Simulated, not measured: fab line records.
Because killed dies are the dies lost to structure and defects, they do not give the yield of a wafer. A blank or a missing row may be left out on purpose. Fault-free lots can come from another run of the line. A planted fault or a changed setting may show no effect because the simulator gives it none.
The tool behind it: which one? :: flow nandHarc :: 11 lots with 32 wafers sampled at 5 steps, on a route of 1159 steps

WHAT EACH GAUGE READ, for each wafer
NHARC_P_M1_THK_MEAS_24: measures by xrf.
lot: L739
measured: day 6 14:04
on: filmMetro-02
thkNm (nm): 157.3 155.4 157.6

lot: L742
measured: day 6 20:55
on: filmMetro-02
thkNm (nm): 155.6 148.0 155.9

lot: L747
measured: day 8 02:23
on: filmMetro-02
thkNm (nm): 160.9 154.3

lot: L748
measured: day 8 14:53
on: filmMetro-02
thkNm (nm): 160.9 149.6 159.8

lot: L752
measured: day 9 12:32
on: filmMetro-02
thkNm (nm): 155.2 154.8 155.4

lot: L754
measured: day 10 04:47
on: filmMetro-02
thkNm (nm): 157.3 157.4 157.8

lot: L759
measured: day 10 19:09
on: filmMetro-02
thkNm (nm): 156.6 156.9 157.2

lot: L758
measured: day 10 21:20
on: filmMetro-02
thkNm (nm): 159.0 159.4 159.1

lot: L760
measured: day 11 10:49
on: filmMetro-02
thkNm (nm): 156.9 157.0 156.5

lot: L762
measured: day 11 13:57
on: filmMetro-02
thkNm (nm): 161.0 156.7 158.6

lot: L761
measured: day 11 18:49
on: filmMetro-01
thkNm (nm): 159.9 159.1 155.9

WHICH TOOL RAN EACH LOT (tool, then ch and the chambers of the sampled wafers, then the start)
lot: L739
NHARC_P_M0_PRE_CLEAN_31: pecvd-04 ch 0,2, day 6 09:51
NHARC_P_M1_DESCUM_14: rieDiel-03 ch 0,2,3, day 6 11:39
NHARC_P_M1_ETCH_15: rieDiel-03 ch 1,3, day 6 13:49 or earlier
NHARC_P_M1_CMP_23: cmp-04 ch 0,1,3, day 6 13:49

lot: L742
NHARC_P_M0_PRE_CLEAN_31: pecvd-03 ch 0,2, day 6 17:08
NHARC_P_M1_DESCUM_14: rieDiel-10 ch 0,1,2, day 6 18:29
NHARC_P_M1_ETCH_15: rieDiel-10 ch 0,2,3, day 6 20:38 or earlier
NHARC_P_M1_CMP_23: cmp-04 ch 0,1,3, day 6 20:38

lot: L747
NHARC_P_M0_PRE_CLEAN_31: pecvd-02 ch 1,2, day 7 22:29
NHARC_P_M1_DESCUM_14: rieDiel-08 ch 0,2, day 7 23:58
NHARC_P_M1_ETCH_15: rieDiel-08 ch 0,2, day 8 02:06 or earlier
NHARC_P_M1_CMP_23: cmp-04 ch 1,3, day 8 02:06

lot: L748
NHARC_P_M0_PRE_CLEAN_31: pecvd-02 ch 0,1, day 8 10:57
NHARC_P_M1_DESCUM_14: rieDiel-08 ch 0,1,3, day 8 12:28
NHARC_P_M1_ETCH_15: rieDiel-08 ch 0,1,2, day 8 14:34 or earlier
NHARC_P_M1_CMP_23: cmp-04 ch 0,2,3, day 8 14:34

lot: L752
NHARC_P_M0_PRE_CLEAN_31: pecvd-03 ch 1,2, day 9 08:35
NHARC_P_M1_DESCUM_14: rieDiel-03 ch 1,2, day 9 10:08
NHARC_P_M1_ETCH_15: rieDiel-03 ch 0,1, day 9 12:17 or earlier
NHARC_P_M1_CMP_23: cmp-02 ch 0,1,2, day 9 12:17

lot: L754
NHARC_P_M0_PRE_CLEAN_31: pecvd-03 ch 0,1,2, day 10 00:49
NHARC_P_M1_DESCUM_14: rieDiel-10 ch 0,1,3, day 10 02:20
NHARC_P_M1_ETCH_15: rieDiel-10 ch 0,2,3, day 10 04:28 or earlier
NHARC_P_M1_CMP_23: cmp-02 ch 1,2,3, day 10 04:28

lot: L759
NHARC_P_M0_PRE_CLEAN_31: pecvd-02 ch 0,2, day 10 15:04
NHARC_P_M1_DESCUM_14: rieDiel-03 ch 1,2, day 10 16:34
NHARC_P_M1_ETCH_15: rieDiel-03 ch 0,2, day 10 18:50 or earlier
NHARC_P_M1_CMP_23: cmp-02 ch 0,1, day 10 18:50

lot: L758
NHARC_P_M0_PRE_CLEAN_31: pecvd-02 ch 0,1,2, day 10 17:23
NHARC_P_M1_DESCUM_14: rieDiel-10 ch 1,2, day 10 18:55
NHARC_P_M1_ETCH_15: rieDiel-10 ch 1,2, day 10 21:03 or earlier
NHARC_P_M1_CMP_23: cmp-01 ch 2,3, day 10 21:03

lot: L760
NHARC_P_M0_PRE_CLEAN_31: pecvd-02 ch 0,1, day 11 06:52
NHARC_P_M1_DESCUM_14: rieDiel-10 ch 0,3, day 11 08:22
NHARC_P_M1_ETCH_15: rieDiel-10 ch 0,1,3, day 11 10:30 or earlier
NHARC_P_M1_CMP_23: cmp-02 ch 1,2, day 11 10:30

lot: L762
NHARC_P_M0_PRE_CLEAN_31: pecvd-04 ch 0,1, day 11 10:07
NHARC_P_M1_DESCUM_14: rieDiel-03 ch 1,2,3, day 11 11:30
NHARC_P_M1_ETCH_15: rieDiel-03 ch 1,2,3, day 11 13:38 or earlier
NHARC_P_M1_CMP_23: cmp-01 ch 0,1,2, day 11 13:38

lot: L761
NHARC_P_M0_PRE_CLEAN_31: pecvd-04 ch 0,1, day 11 15:01
NHARC_P_M1_DESCUM_14: rieDiel-03 ch 0,2,3, day 11 16:24
NHARC_P_M1_ETCH_15: rieDiel-03 ch 1,3, day 11 18:31 or earlier
NHARC_P_M1_CMP_23: cmp-01 ch 1,2, day 11 18:31
- NHARC_P_M0_PRE_CLEAN_31: time 12 s.
- NHARC_P_M1_DESCUM_14: chemistry O2, time 3 s.
- NHARC_P_M1_ETCH_15: etches the open film in C4F8/Ar, target depth 182.5 nm, time 91.2 s.
- NHARC_P_M1_CMP_23: polishes, t overpolish 20 s, target thk 157.82 nm.

THE ANSWER, worked out from the rows above alone
Rule: the usual values come from the lots themselves. The widest of any qualifying gaps counts: lots, ordered by their means at a reading, are off when they make up no more than a third of the lots, leave a main group of 4 or more, and stand apart from it by 3 or more times the standard deviation of that group's means. A main group is skipped when, at the precision printed for the reading in the tables above, its means are all equal. Also off: a lot with no number at a reading for which 4 or more lots have one. All remaining lots with rows at the step are treated as sound.
Nothing can be told from this: no lot is off at any reading shown.

WHAT HAD BEEN PUT IN BY THE SIMULATOR
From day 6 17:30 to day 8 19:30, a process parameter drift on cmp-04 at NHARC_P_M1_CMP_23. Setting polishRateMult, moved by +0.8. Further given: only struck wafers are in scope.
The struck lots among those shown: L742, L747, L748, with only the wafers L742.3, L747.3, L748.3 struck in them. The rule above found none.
